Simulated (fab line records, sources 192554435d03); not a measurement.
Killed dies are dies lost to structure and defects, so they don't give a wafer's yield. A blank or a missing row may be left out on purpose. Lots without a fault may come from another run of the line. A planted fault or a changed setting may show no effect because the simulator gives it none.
Chamber matching | flow n5_finfet | N5_BEOL_M10_STRIP_19 on rie_diel-01: 4 sister chambers
The step strips in O2. 22 wafers are shown with their chamber, then 11 later ones without.

WAFERS WITH THEIR CHAMBER
wafer  | chamber | drypump_motor_current_A (A) | showerhead_plenum_p_Torr (Torr) | oes_product_au (a.u.)
L077.2 | 2       | 6.6                         | 2.08                            | 0.69
L077.4 | 0       | 5.5                         | 2.12                            | 0.86
L077.5 | 3       | 5.1                         | 1.99                            | 0.70
L078.3 | 1       | 6.6                         | 2.13                            | 0.84
L078.4 | 3       | 5.2                         | 1.99                            | 0.70
L078.5 | 1       | 6.6                         | 2.13                            | 0.84
L079.1 | 3       | 5.1                         | 1.99                            | 0.71
L079.2 | 1       | 6.6                         | 2.13                            | 0.84
L079.6 | 3       | 5.1                         | 1.99                            | 0.71
L081.2 | 3       | 5.1                         | 1.99                            | 0.70
L081.3 | 1       | 6.6                         | 2.13                            | 0.83
L081.4 | 0       | 5.5                         | 2.12                            | 0.84
L083.2 | 0       | 5.5                         | 2.12                            | 0.84
L083.3 | 3       | 5.1                         | 1.98                            | 0.70
L083.6 | 0       | 5.5                         | 2.12                            | 0.84
L084.2 | 2       | 6.6                         | 2.08                            | 0.68
L084.3 | 1       | 6.6                         | 2.13                            | 0.81
L084.6 | 3       | 5.1                         | 1.98                            | 0.70
L086.4 | 2       | 6.6                         | 2.08                            | 0.68
L086.5 | 2       | 6.6                         | 2.08                            | 0.69
L086.6 | 1       | 6.6                         | 2.12                            | 0.82
L092.3 | 1       | 6.6                         | 2.12                            | 0.81

SIGNATURES (means of the wafers above)
reading                  | chamber 0 | chamber 1 | chamber 2 | chamber 3 | scatter within a chamber
drypump_motor_current_A  | 5.500     | 6.600     | 6.600     | 5.114     | 0.0218
showerhead_plenum_p_Torr | 2.1200    | 2.1271    | 2.0800    | 1.9871    | 0.00398
oes_product_au           | 0.8450    | 0.8271    | 0.6850    | 0.7029    | 0.00968
Rule: a wafer's distance from a chamber is the root of the sum, over the readings, of the square of ((its reading less the chamber's mean) divided by the reading's scatter). The wafer belongs to the nearest chamber; if the next one is less than 2 further off, it can't be placed. The scatter: the root of (the sum of the squares of (reading less its chamber's mean) over the shown wafers, divided by (wafers less chambers)).

WAFERS WITHOUT THEIR CHAMBER
wafer  | drypump_motor_current_A (A) | showerhead_plenum_p_Torr (Torr) | oes_product_au (a.u.)
L092.5 | 6.6                         | 2.07                            | 0.67
L092.6 | 6.6                         | 2.12                            | 0.81
L093.2 | 5.1                         | 2.24                            | 0.96
L093.4 | 5.5                         | 2.11                            | 0.83
L093.6 | 6.6                         | 2.12                            | 0.80
L095.2 | 5.5                         | 2.11                            | 0.82
L095.4 | 5.5                         | 2.11                            | 0.82
L095.6 | 5.1                         | 2.24                            | 0.94
L097.2 | 5.5                         | 2.10                            | 0.81
L097.3 | 6.6                         | 2.07                            | 0.96
L097.5 | 6.6                         | 2.07                            | 0.96

WHICH CHAMBER EACH WENT THROUGH
wafer  | from the rows above | in truth
L092.5 | 2                   | 2
L092.6 | 1                   | 1
L093.2 | 0                   | 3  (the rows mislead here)
L093.4 | 0                   | 0
L093.6 | 1                   | 1
L095.2 | 0                   | 0
L095.4 | 0                   | 0
L095.6 | 0                   | 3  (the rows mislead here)
L097.2 | 0                   | 0
L097.3 | 1                   | 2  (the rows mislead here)
L097.5 | 1                   | 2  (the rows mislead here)
Placed correctly: 7 of 11. Can't be placed from these rows: 0. Placed wrongly: 4.
